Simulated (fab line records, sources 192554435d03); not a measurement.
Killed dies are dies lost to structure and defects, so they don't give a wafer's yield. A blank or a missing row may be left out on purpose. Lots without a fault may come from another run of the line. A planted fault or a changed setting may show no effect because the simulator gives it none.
fab line records | flow n5_finfet
record lots=24 wafers=72 last_day=18
route steps=1938 shown BEOL_M1@787 BEOL_M2@880
lots that met no fault: from a run of the same line without faults
start_h: hours from the record's first day to the start of the lot's first wafer shown | wait_h: hours since the lot's step before | " the same as in the row above | L1.1+2: a row that stands for several wafers | - no value, or no start given | * or withheld: withheld | < > ~ a bound
route shown NAME@n: a module of which the file shows steps, and the number in the route of the first | usual: mean/standard deviation of fault-free wafers | same: alike in all rows | chamber/n: place in a boat | sites: the reading at each site | _std_site: their standard deviation | _edge_site: outer sites' mean less inner sites' | radius_mm: how far each site lies from the wafer's centre | mask NAME#n: copy n | behind: the tool/chamber that last shaped the wafer | hold: why the lot was held/for how many hours/how that ended | device: the transistor (n, p or np) that didn't switch | end of line: the same wafers' tests at the end of the route | a step without rows: its recipe alone | killed: dies lost to structure and defects at the first sort, not the wafer's yield | map: a wafer's dies, x killed, . not, _ none there
set.NAME: the setting as run; set.NAME@STEP: as run at that earlier step | model.NAME: the simulator's own value behind a step, which no gauge read
steps of the route over a sample of lots; a table a step, a row a wafer
services: from which hour (start_h, from the record's first day; less than 0 if before it) a tool's chamber was out of use, for how many hours, and why
## steps
# step N5_BEOL_M1_OVL_MEAS_29
# recipe points_per_wafer=522
# usual V0_OVL=-0.1/0.73
# columns lot.wafer tool chamber start_h wait_h V0_OVL[nm]
L074.2 overlay-01 0 121.57 0.0 0.5
L074.3 " 0 " " 1.1
L074.4 " 0 " " 1.5
L075.1 overlay-01 0 132.00 0.0 0.3
L075.2 " 0 " " -1.2
L075.5 " 0 " " -0.2
L076.2 overlay-02 0 139.75 0.0 0.3
L076.4 " 0 " " 0.7
L076.5 " 0 " " 1.1
L077.3 overlay-02 0 142.20 0.0 -0.5
L077.5 " 0 " " -0.7
L077.6 " 0 " " 0.4
L078.1 overlay-01 0 148.57 0.0 -1.2
L078.4 " 0 " " -0.7
L078.5 " 0 " " -1.3
L079.1 overlay-02 0 158.45 0.0 0.1
L079.3 " 0 " " 0.0
L079.5 " 0 " " 0.2
L080.2 overlay-01 0 161.45 0.0 -1.2
L080.5 " 0 " " -1.0
L080.6 " 0 " " 0.2
L081.1 overlay-01 0 164.55 0.0 1.0
L081.2 " 0 " " 0.2
L081.3 " 0 " " 0.3
L082.1 overlay-02 0 174.81 0.0 0.0
L082.3 " 0 " " -1.0
L082.5 " 0 " " -0.6
L084.1 overlay-01 0 180.48 0.0 -1.1
L084.3 " 0 " " -0.6
L084.6 " 0 " " 0.0
L083.2 overlay-02 0 186.25 0.0 -1.0
L083.5 " 0 " " 0.0
L083.6 " 0 " " 0.1
L085.2 overlay-01 0 190.01 0.0 0.4
L085.5 " 0 " " 0.5
L085.6 " 0 " " 0.5
L086.3 overlay-02 0 195.67 0.0 -0.7
L086.4 " 0 " " -0.4
L086.5 " 0 " " -0.1
L087.1 overlay-01 0 199.47 0.0 -0.5
L087.4 " 0 " " 0.4
L087.5 " 0 " " 0.1
L088.2 overlay-01 0 205.06 0.0 -0.3
L088.3 " 0 " " 1.5
L088.5 " 0 " " 0.9
L089.1 overlay-02 0 212.43 0.0 -1.8
L089.2 " 0 " " -0.5
L089.4 " 0 " " -1.1
L090.1 overlay-01 0 219.78 0.0 0.6
L090.2 " 0 " " 0.3
L090.3 " 0 " " 0.5
L091.3 overlay-01 0 224.51 0.0 0.0
L091.4 " 0 " " -1.2
L091.6 " 0 " " -0.3
L092.4 overlay-02 0 233.60 0.0 -0.2
L092.5 " 0 " " -0.7
L092.6 " 0 " " -0.4
L093.1 overlay-01 0 239.62 0.0 -0.3
L093.4 " 0 " " 0.9
L093.6 " 0 " " 0.8
L094.1 overlay-02 0 243.10 0.0 -0.8
L094.2 " 0 " " 0.5
L094.3 " 0 " " -0.9
L095.1 overlay-02 0 249.70 0.0 -0.9
L095.2 " 0 " " 0.3
L095.3 " 0 " " -0.8
L096.1 overlay-01 0 253.58 0.0 0.2
L096.3 " 0 " " 0.5
L096.4 " 0 " " 0.7
L097.1 overlay-02 0 263.77 0.0 -0.7
L097.3 " 0 " " -1.0
L097.6 " 0 " " 0.6
# step N5_BEOL_M1_ANNEAL_93
# recipe temp_c=400 time_s=240 ambient=vacuum
# usual heater_power_w=753/96
# columns lot.wafer tool chamber start_h wait_h heater_power_w
L074.2 pvd_sputter-02 - 132.00 0.0 758
L074.3 " - " " 786
L074.4 " - " " 847
L075.1 pvd_sputter-02 - 136.04 0.0 829
L075.2 " - " " 808
L075.5 " - " " 766
L076.2 pvd_sputter-03 - 144.41 0.0 799
L076.4 " - " " 710
L076.5 " - " " 796
L077.3 pvd_sputter-03 - 146.87 0.0 717
L077.5 " - " " 668
L077.6 " - " " 733
L078.1 pvd_sputter-03 - 156.23 0.0 699
L078.4 " - " " 662
L078.5 " - " " 829
L079.1 pvd_sputter-01 - 162.76 0.0 787
L079.3 " - " " 622
L079.5 " - " " 927
L080.2 pvd_sputter-01 - 165.42 0.0 798
L080.5 " - " " 949
L080.6 " - " " 808
L081.1 pvd_sputter-01 - 170.52 0.0 632
L081.2 " - " " 780
L081.3 " - " " 644
L084.1 pvd_sputter-03 - 185.25 0.0 704
L084.3 " - " " 814
L084.6 " - " " 721
L082.1 pvd_sputter-02 - 188.06 0.0 841
L082.3 " - " " 763
L082.5 " - " " 811
L083.2 pvd_sputter-03 - 191.63 0.0 791
L083.5 " - " " 690
L083.6 " - " " 671
L085.2 pvd_sputter-01 - 197.51 0.0 776
L085.5 " - " " 636
L085.6 " - " " 648
L086.3 pvd_sputter-01 - 206.44 0.0 771
L086.4 " - " " 625
L086.5 " - " " 633
L087.1 pvd_sputter-01 - 209.42 0.0 932
L087.4 " - " " 632
L087.5 " - " " 893
L088.2 pvd_sputter-01 - 214.30 0.0 650
L088.3 " - " " 617
L088.5 " - " " 921
L089.1 pvd_sputter-01 - 218.24 0.0 774
L089.2 " - " " 642
L089.4 " - " " 622
L090.1 pvd_sputter-02 - 228.81 0.0 842
L090.2 " - " " 751
L090.3 " - " " 782
L091.3 pvd_sputter-03 - 234.12 0.0 641
L091.4 " - " " 746
L091.6 " - " " 707
L092.4 pvd_sputter-01 - 240.71 0.0 662
L092.5 " - " " 654
L092.6 " - " " 629
L093.1 pvd_sputter-01 - 243.91 0.0 805
L093.4 " - " " 644
L093.6 " - " " 645
L094.1 pvd_sputter-01 - 248.53 0.0 796
L094.2 " - " " 653
L094.3 " - " " 633
L095.1 pvd_sputter-01 - 255.49 0.0 651
L095.2 " - " " 616
L095.3 " - " " 905
L096.1 pvd_sputter-03 - 258.60 0.0 720
L096.3 " - " " 800
L096.4 " - " " 713
L097.1 pvd_sputter-02 - 276.77 0.0 735
L097.3 " - " " 774
L097.6 " - " " 774
# step N5_BEOL_M1_SPUTTER_94
# recipe material=Cu target_thk_a=45 temp_c=-20 chamber_pressure_pa=0.07 power_w=withheld time_s=8.29
# usual chuck_sensor_temp_C=-16.0/0.41 throttle_valve_pct=30.2/1.1
# columns lot.wafer tool chamber start_h wait_h chuck_sensor_temp_C throttle_valve_pct
L074.2 pvd_sputter-02 - 132.14 0.1 -16.0 30.6
L074.3 " - " " -16.2 28.4
L074.4 " - " " -15.7 30.3
L075.1 pvd_sputter-02 - 136.18 0.1 -15.8 30.3
L075.2 " - " " -15.3 30.4
L075.5 " - " " -16.0 30.6
L076.2 pvd_sputter-03 - 144.55 0.1 -16.3 32.0
L076.4 " - " " -15.3 29.2
L076.5 " - " " -16.3 31.6
L077.3 pvd_sputter-03 - 147.01 0.1 -15.4 29.1
L077.5 " - " " -16.4 32.6
L077.6 " - " " -16.2 30.5
L078.1 pvd_sputter-03 - 156.37 0.1 -15.5 29.2
L078.4 " - " " -16.5 32.5
L078.5 " - " " -16.4 32.0
L079.1 pvd_sputter-01 - 162.90 0.1 -15.9 30.1
L079.3 " - " " -16.5 30.0
L079.5 " - " " -16.1 30.2
L080.2 pvd_sputter-01 - 165.56 0.1 -15.9 30.1
L080.5 " - " " -16.2 30.5
L080.6 " - " " -16.0 29.8
L081.1 pvd_sputter-01 - 170.66 0.1 -16.4 30.2
L081.2 " - " " -15.9 30.1
L081.3 " - " " -15.4 29.5
L084.1 pvd_sputter-03 - 185.39 0.1 -15.3 29.0
L084.3 " - " " -16.6 31.9
L084.6 " - " " -15.6 29.0
L082.1 pvd_sputter-02 - 188.20 0.1 -15.9 30.2
L082.3 " - " " -16.1 31.0
L082.5 " - " " -15.7 30.3
L083.2 pvd_sputter-03 - 191.77 0.1 -16.5 32.1
L083.5 " - " " -15.5 28.8
L083.6 " - " " -16.3 32.9
L085.2 pvd_sputter-01 - 197.65 0.1 -16.1 30.1
L085.5 " - " " -16.5 30.3
L085.6 " - " " -15.4 29.4
L086.3 pvd_sputter-01 - 206.58 0.1 -16.0 29.9
L086.4 " - " " -16.5 30.1
L086.5 " - " " -16.6 30.0
L087.1 pvd_sputter-01 - 209.56 0.1 -16.2 30.2
L087.4 " - " " -16.5 30.3
L087.5 " - " " -16.1 30.4
L088.2 pvd_sputter-01 - 214.44 0.1 -15.3 29.5
L088.3 " - " " -16.6 30.2
L088.5 " - " " -16.2 30.5
L089.1 pvd_sputter-01 - 218.38 0.1 -16.1 30.0
L089.2 " - " " -15.2 29.0
L089.4 " - " " -16.6 30.0
L090.1 pvd_sputter-02 - 228.95 0.1 -15.3 30.5
L090.2 " - " " -16.0 30.7
L090.3 " - " " -16.4 28.3
L091.3 pvd_sputter-03 - 234.26 0.1 -16.2 32.9
L091.4 " - " " -16.1 30.1
L091.6 " - " " -15.4 29.0
L092.4 pvd_sputter-01 - 240.85 0.1 -15.7 29.2
L092.5 " - " " -15.4 29.2
L092.6 " - " " -16.4 30.2
L093.1 pvd_sputter-01 - 244.05 0.1 -15.9 29.8
L093.4 " - " " -16.5 30.1
L093.6 " - " " -15.4 29.3
L094.1 pvd_sputter-01 - 248.67 0.1 -15.9 29.9
L094.2 " - " " -15.4 29.2
L094.3 " - " " -16.6 29.9
L095.1 pvd_sputter-01 - 255.63 0.1 -15.2 29.4
L095.2 " - " " -16.4 30.4
L095.3 " - " " -16.2 30.2
L096.1 pvd_sputter-03 - 258.74 0.1 -16.0 30.0
L096.3 " - " " -16.4 31.8
L096.4 " - " " -15.5 29.2
L097.1 pvd_sputter-02 - 276.91 0.1 -16.0 31.0
L097.3 " - " " -16.4 28.5
L097.6 " - " " -16.1 28.3
# step N5_BEOL_M1_INSPECT_59
# recipe inspect_instrument=darkfield mode=post_dep
# usual raw_defect_count=75/23
# columns lot.wafer tool chamber start_h wait_h raw_defect_count
L074.2 defect_inspect-01 - 133.51 0.0 97
L074.3 " - " " 66
L074.4 " - " " 65
L075.1 defect_inspect-01 - 137.49 0.0 76
L075.2 " - " " 136
L075.5 " - " " 75
L076.2 defect_inspect-02 - 145.86 0.0 99
L076.4 " - " " 61
L076.5 " - " " 68
L077.3 defect_inspect-01 - 148.33 0.0 64
L077.5 " - " " 85
L077.6 " - " " 48
L078.1 defect_inspect-01 - 157.67 0.0 53
L078.4 " - " " 112
L078.5 " - " " 68
L079.1 defect_inspect-02 - 164.34 0.0 52
L079.3 " - " " 69
L079.5 " - " " 35
L080.2 defect_inspect-01 - 166.85 0.0 55
L080.5 " - " " 34
L080.6 " - " " 60
L081.1 defect_inspect-02 - 171.98 0.0 62
L081.2 " - " " 62
L081.3 " - " " 169
L084.1 defect_inspect-02 - 186.73 0.0 58
L084.3 " - " " 49
L084.6 " - " " 84
L082.1 defect_inspect-01 - 189.56 0.0 64
L082.3 " - " " 88
L082.5 " - " " 82
L083.2 defect_inspect-01 - 193.07 0.0 53
L083.5 " - " " 44
L083.6 " - " " 85
L085.2 defect_inspect-01 - 198.97 0.0 78
L085.5 " - " " 64
L085.6 " - " " 64
L086.3 defect_inspect-02 - 207.87 0.0 47
L086.4 " - " " 44
L086.5 " - " " 94
L087.1 defect_inspect-02 - 210.94 0.0 121
L087.4 " - " " 86
L087.5 " - " " 88
L088.2 defect_inspect-02 - 215.74 0.0 82
L088.3 " - " " 72
L088.5 " - " " 59
L089.1 defect_inspect-01 - 219.67 0.0 79
L089.2 " - " " 110
L089.4 " - " " 38
L090.1 defect_inspect-01 - 230.69 0.0 111
L090.2 " - " " 59
L090.3 " - " " 89
L091.3 defect_inspect-02 - 235.59 0.0 116
L091.4 " - " " 139
L091.6 " - " " 89
L092.4 defect_inspect-02 - 242.17 0.0 57
L092.5 " - " " 61
L092.6 " - " " 62
L093.1 defect_inspect-02 - 245.35 0.0 90
L093.4 " - " " 42
L093.6 " - " " 79
L094.1 defect_inspect-01 - 250.00 0.0 65
L094.2 " - " " 60
L094.3 " - " " 42
L095.1 defect_inspect-01 - 256.92 0.0 75
L095.2 " - " " 67
L095.3 " - " " 95
L096.1 defect_inspect-01 - 260.11 0.0 90
L096.3 " - " " 81
L096.4 " - " " 125
L097.1 defect_inspect-02 - 278.20 0.0 107
L097.3 " - " " 88
L097.6 " - " " 70
# step N5_BEOL_M2_ETCH_77
# recipe chemistry=N2/H2 target=underlayer target_depth_a=65 mask_material=CAR-EUV time_s=5.2 ion_energy_ev=200 pressure_mtorr=30 source_w=840 bias_w=150 n2_flow_sccm=200 h2_flow_sccm=200 ends=cleared
# usual chamber_pressure_mTorr=30.00/0.042 drypump_motor_current_A=5.8/0.45 etch_rf_on_time_s=5.16/0.071 n2_flow_sccm=199.9/0.58 oes_product_au=0.67/0.065 rf_vpp_V=525/3 showerhead_plenum_p_Torr=2.57/0.098 throttle_valve_pct=17.87/0.27
# columns lot.wafer tool chamber start_h wait_h chamber_pressure_mTorr drypump_motor_current_A etch_rf_on_time_s n2_flow_sccm oes_product_au rf_hours_counter_h rf_vpp_V showerhead_plenum_p_Torr throttle_valve_pct
L074.2 rie_diel-02 1 136.26 0.0 30.00 6.5 5.12 200.1 0.61 205 525 2.63 18.02
L074.3 " 3 " " 30.05 5.9 5.15 200.0 0.66 121 520 2.45 17.61
L074.4 " 2 " " 30.05 6.1 5.07 200.8 0.70 94 527 2.67 17.67
L075.1 rie_diel-02 3 139.61 0.0 29.95 5.9 5.18 200.5 0.65 122 520 2.45 17.62
L075.2 " 2 " " 29.98 6.1 5.06 199.8 0.69 94 529 2.67 17.71
L075.5 " 2 " " 30.00 6.1 5.09 199.6 0.69 - 526 2.67 17.68
L076.2 rie_diel-02 0 148.18 0.0 29.97 5.5 5.16 199.4 0.59 243 519 2.40 17.92
L076.4 " 2 " " 30.04 6.1 5.06 200.8 0.68 99 526 2.67 17.68
L076.5 " 1 " " 29.98 6.5 5.09 199.7 0.60 - 527 2.63 18.00
L077.3 rie_diel-06 2 151.17 0.0 30.08 5.5 5.07 199.9 0.64 168 526 2.64 18.25
L077.5 " 2 " " 30.01 5.4 5.11 199.8 0.64 - 528 2.64 18.23
L077.6 " 3 " " 29.96 6.4 5.26 199.9 0.66 - 525 2.56 18.27
L078.1 rie_diel-06 1 161.46 0.0 30.06 5.0 5.27 200.2 0.77 11 521 2.48 17.52
L078.4 " 2 " " 30.01 5.4 5.23 199.5 0.63 169 528 2.64 18.23
L078.5 " 3 " " 29.95 6.4 5.28 199.2 0.64 - 524 2.56 18.29
L079.1 rie_diel-01 3 168.94 0.0 29.97 6.2 5.16 200.3 0.66 124 526 2.66 17.87
L079.3 " 1 " " 29.96 5.6 5.16 198.8 0.73 49 527 2.70 17.59
L079.5 " 2 " " 29.94 5.0 5.21 199.9 0.60 - 526 2.61 18.24
L080.2 rie_diel-02 3 169.52 0.0 30.03 5.9 5.20 200.8 0.65 133 519 2.44 17.64
L080.5 " 1 " " 30.01 6.5 5.16 200.2 0.60 - 523 2.63 18.04
L080.6 " 2 " " 29.96 6.1 5.08 200.4 0.68 - 527 2.67 17.72
L081.1 rie_diel-06 2 174.72 0.0 30.08 5.5 5.08 199.6 0.63 173 526 2.64 18.24
L081.2 " 3 " " 30.00 6.4 5.18 200.3 0.65 131 524 2.56 18.27
L081.3 " 0 " " 30.05 5.7 5.13 199.9 0.77 21 521 2.49 17.64
L084.1 rie_diel-06 1 190.43 0.0 30.01 5.0 5.24 198.5 0.76 19 522 2.48 17.53
L084.3 " 3 " " 29.98 6.4 5.23 200.1 0.65 135 523 2.56 18.28
L084.6 " 1 " " 30.03 5.0 5.24 199.1 0.77 - 525 2.48 17.54
L082.1 rie_diel-02 1 192.30 0.0 29.99 6.5 5.15 199.0 0.61 228 526 2.62 18.07
L082.3 " 2 " " 29.87 6.1 5.06 199.8 0.67 116 526 2.66 17.72
L082.5 " 3 " " 30.05 5.9 5.17 199.7 0.64 - 521 2.44 17.65
L083.2 rie_diel-02 1 194.72 0.0 29.95 6.5 5.21 200.0 0.59 229 526 2.62 18.06
L083.5 " 3 " " 30.03 5.9 5.22 200.2 0.64 - 521 2.44 17.64
L083.6 " 2 " " 29.99 6.1 5.14 199.3 0.66 - 528 2.66 17.72
L085.2 rie_diel-01 0 201.14 0.0 30.03 5.6 5.30 199.8 0.63 190 520 2.42 18.12
L085.5 " 1 " " 29.96 5.6 5.16 199.8 0.72 - 528 2.69 17.63
L085.6 " 0 " " 30.06 5.6 5.28 199.6 0.62 - 519 2.42 18.10
L086.3 rie_diel-06 0 209.92 0.0 29.95 5.7 5.19 200.0 0.76 32 523 2.49 17.69
L086.4 " 2 " " 30.01 5.5 5.10 199.2 0.63 184 525 2.63 18.26
L086.5 " 3 " " 30.00 6.4 5.27 199.7 0.64 - 524 2.55 18.28
L087.1 rie_diel-02 2 213.86 0.0 30.04 6.1 5.07 199.5 0.65 125 528 2.66 17.72
L087.4 " 3 " " 30.08 5.9 5.12 200.2 0.63 148 523 2.44 17.67
L087.5 " 0 " " 30.02 5.5 5.10 199.4 0.80 - 529 2.71 17.52
L088.2 rie_diel-02 2 219.63 0.0 29.98 6.1 5.07 199.8 0.66 128 529 2.66 17.73
L088.3 " 3 " " 29.99 5.9 5.17 199.3 0.63 150 522 2.44 17.64
L088.5 " 2 " " 30.00 6.2 5.11 199.1 0.65 - 528 2.66 17.73
L089.1 rie_diel-02 0 224.18 0.0 29.95 5.5 5.06 200.8 0.80 14 528 2.71 17.54
L089.2 " 3 " " 29.98 5.9 5.09 199.1 0.63 151 520 2.44 17.65
L089.4 " 1 " " 29.96 6.5 5.15 199.0 0.59 237 526 2.62 18.08
L090.1 rie_diel-06 1 233.61 0.0 29.99 5.0 5.26 199.8 0.74 34 521 2.47 17.57
L090.2 " 2 " " 30.11 5.4 5.17 200.0 0.62 193 530 2.63 18.28
L090.3 " 3 " " 29.97 6.4 5.20 200.2 0.63 150 523 2.55 18.30
L091.3 rie_diel-02 3 239.69 0.0 29.94 5.9 5.18 200.5 0.63 157 518 2.43 17.70
L091.4 " 1 " " 30.05 6.5 5.16 200.6 0.60 242 525 2.62 18.08
L091.6 " 1 " " 30.04 6.5 5.17 200.2 0.59 - 526 2.62 18.03
L092.4 rie_diel-01 3 246.54 0.0 29.94 6.2 5.18 200.6 0.64 - 528 2.65 17.92
L092.5 " 0 " " 30.03 5.7 5.32 200.6 0.61 - 520 2.41 18.12
L092.6 " 1 " " 30.00 5.6 5.21 200.5 0.71 - 527 2.68 17.65
L093.1 rie_diel-01 1 248.34 0.0 30.01 5.6 5.27 199.1 0.70 83 527 2.68 17.67
L093.4 " 1 " " 30.08 5.6 5.24 199.8 0.69 - 527 2.68 17.64
L093.6 " 3 " " 30.03 6.2 5.16 198.8 0.63 - 526 2.64 17.93
L094.1 rie_diel-06 0 256.97 0.0 30.02 5.7 5.12 200.6 0.74 51 521 2.48 17.71
L094.2 " 2 " " 29.99 5.4 5.10 200.0 0.62 203 527 2.62 18.30
L094.3 " 1 " " 29.98 5.0 5.25 200.8 0.72 44 523 2.47 17.59
L095.1 rie_diel-06 3 259.93 0.0 29.98 6.4 5.11 200.6 0.63 161 523 2.54 18.31
L095.2 " 2 " " 29.99 5.4 5.06 200.4 0.62 205 525 2.62 18.29
L095.3 " 0 " " 29.93 5.7 5.11 199.7 0.73 53 521 2.48 17.72
L096.1 rie_diel-01 3 262.43 0.0 30.01 6.2 5.18 199.7 0.63 163 527 2.64 17.94
L096.3 " 0 " " 29.98 5.7 5.33 199.6 0.60 219 522 2.41 18.14
L096.4 " 1 " " 30.01 5.6 5.23 199.8 0.68 - 527 2.68 17.65
L097.1 rie_diel-06 3 280.78 0.0 30.02 6.4 5.21 201.2 0.62 169 524 2.54 18.33
L097.3 " 2 " " 30.03 5.5 5.18 199.5 0.60 213 527 2.62 18.32
L097.6 " 2 " " 29.97 5.5 5.16 199.9 0.61 - 526 2.62 18.32
# step N5_BEOL_M2_ALD_98
# recipe material=SiO2 target_thk_a=25 temp_c=100 ald_precursor_family=BDEAS ald_co_reactant=O2-plasma pulse_time_s=1 co_reactant_pulse_time_s=1 purge_time_s=2 co_reactant_purge_time_s=2 ald_cycles=17 pressure_torr=2
# usual heater_power_w=75/6.4 precursor_pulse_height_rel=1.003/0.019
# same co_reactant_purge_time_s=2 purge_time_s=2
# columns lot.wafer tool chamber start_h wait_h heater_power_w precursor_pulse_height_rel
L074.2 ald_sin-02 2 136.79 0.5 79 0.989
L074.3 " 1 " " 76 1.005
L074.4 " 3 " " 84 0.987
L075.1 ald_sin-02 0 139.71 0.1 82 1.020
L075.2 " 3 " " 87 1.015
L075.5 " 3 " " 86 0.996
L076.2 ald_sin-02 3 148.28 0.1 86 1.010
L076.4 " 2 " " 80 0.994
L076.5 " 0 " " 82 0.976
L077.3 ald_sin-01 1 151.27 0.1 68 0.990
L077.5 " 2 " " 71 1.021
L077.6 " 3 " " 83 1.013
L078.1 ald_sin-01 0 161.60 0.1 73 0.987
L078.4 " 2 " " 72 1.019
L078.5 " 0 " " 74 0.976
L079.1 ald_sin-01 3 169.04 0.1 83 1.010
L079.3 " 0 " " 73 0.994
L079.5 " 2 " " 73 1.000
L080.2 ald_sin-01 2 169.62 0.1 70 1.019
L080.5 " 1 " " 67 0.986
L080.6 " 2 " " 72 0.967
L081.1 ald_sin-02 1 174.82 0.1 75 0.977
L081.2 " 3 " " 86 1.005
L081.3 " 0 " " 82 0.985
L084.1 ald_sin-04 0 190.88 0.4 78 1.018
L084.3 " 1 " " 68 1.025
L084.6 " 0 " " 78 1.027
L082.1 ald_sin-01 2 192.39 0.1 70 1.020
L082.3 " 0 " " 73 1.028
L082.5 " 0 " " 73 0.996
L083.2 ald_sin-01 0 195.39 0.6 72 1.001
L083.5 " 0 " " 73 1.024
L083.6 " 1 " " 68 1.012
L085.2 ald_sin-01 0 201.24 0.1 73 0.997
L085.5 " 0 " " 71 0.995
L085.6 " 3 " " 84 0.979
L086.3 ald_sin-01 2 210.38 0.4 71 1.036
L086.4 " 0 " " 72 1.001
L086.5 " 3 " " 84 0.971
L087.1 ald_sin-01 1 213.96 0.1 69 1.020
L087.4 " 2 " " 72 1.018
L087.5 " 3 " " 85 1.026
L088.2 ald_sin-04 0 219.73 0.1 78 1.009
L088.3 " 3 " " 66 0.999
L088.5 " 3 " " 66 1.018
L089.1 ald_sin-04 0 224.28 0.1 77 1.018
L089.2 " 3 " " 67 1.005
L089.4 " 2 " " 74 1.007
L090.1 ald_sin-04 0 233.71 0.1 77 1.030
L090.2 " 1 " " 65 1.007
L090.3 " 2 " " 75 1.007
L091.3 ald_sin-02 3 240.14 0.4 87 1.017
L091.4 " 0 " " 80 1.020
L091.6 " 1 " " 72 0.987
L092.4 ald_sin-04 2 246.63 0.0 76 0.990
L092.5 " 3 " " 67 0.970
L092.6 " 2 " " 75 0.978
L093.1 ald_sin-01 1 248.44 0.1 67 1.013
L093.4 " 3 " " 86 1.036
L093.6 " 2 " " 71 0.983
L094.1 ald_sin-02 3 257.07 0.1 86 1.018
L094.2 " 1 " " 70 0.973
L094.3 " 2 " " 78 1.028
L095.1 ald_sin-02 0 260.16 0.2 80 1.045
L095.2 " 3 " " 87 1.016
L095.3 " 1 " " 71 0.996
L096.1 ald_sin-02 3 262.57 0.1 89 1.000
L096.3 " 1 " " 69 1.009
L096.4 " 2 " " 76 1.026
L097.1 ald_sin-01 0 282.25 1.4 70 0.989
L097.3 " 3 " " 85 1.005
L097.6 " 2 " " 72 0.966
## services
# columns tool chamber start_h hours kind
rie_diel-06 1 112.08 - clean
rie_diel-06 1 112.08 - consumable_replace:focus_ring
ald_sin-04 - 134.13 3.2 repair
rie_diel-06 - 152.14 4.3 pm
rie_diel-02 - 161.27 0.4 repair
rie_diel-02 0 168.03 - clean
rie_diel-02 0 168.03 - consumable_replace:focus_ring
rie_diel-02 0 168.03 - consumable_replace:showerhead
rie_diel-02 0 168.03 16.3 scheduled_down
rie_diel-02 0 168.03 16.3 vent_cycle
pvd_sputter-03 - 168.44 10.5 repair
ald_sin-02 - 178.08 14.0 pm
rie_diel-01 2 185.30 17.7 repair
rie_diel-02 1 195.81 5.5 repair
ald_sin-01 1 197.73 12.1 repair
rie_diel-02 3 198.03 6.0 repair
rie_diel-02 - 241.53 15.6 pm
ald_sin-01 3 252.37 7.6 repair
rie_diel-06 1 266.28 23.2 repair
ald_sin-04 - 267.23 14.6 pm
rie_diel-02 1 277.02 - clean
rie_diel-02 1 277.02 - consumable_replace:focus_ring
rie_diel-02 1 277.02 15.9 scheduled_down
rie_diel-02 1 277.02 15.9 vent_cycle
## key
fault none
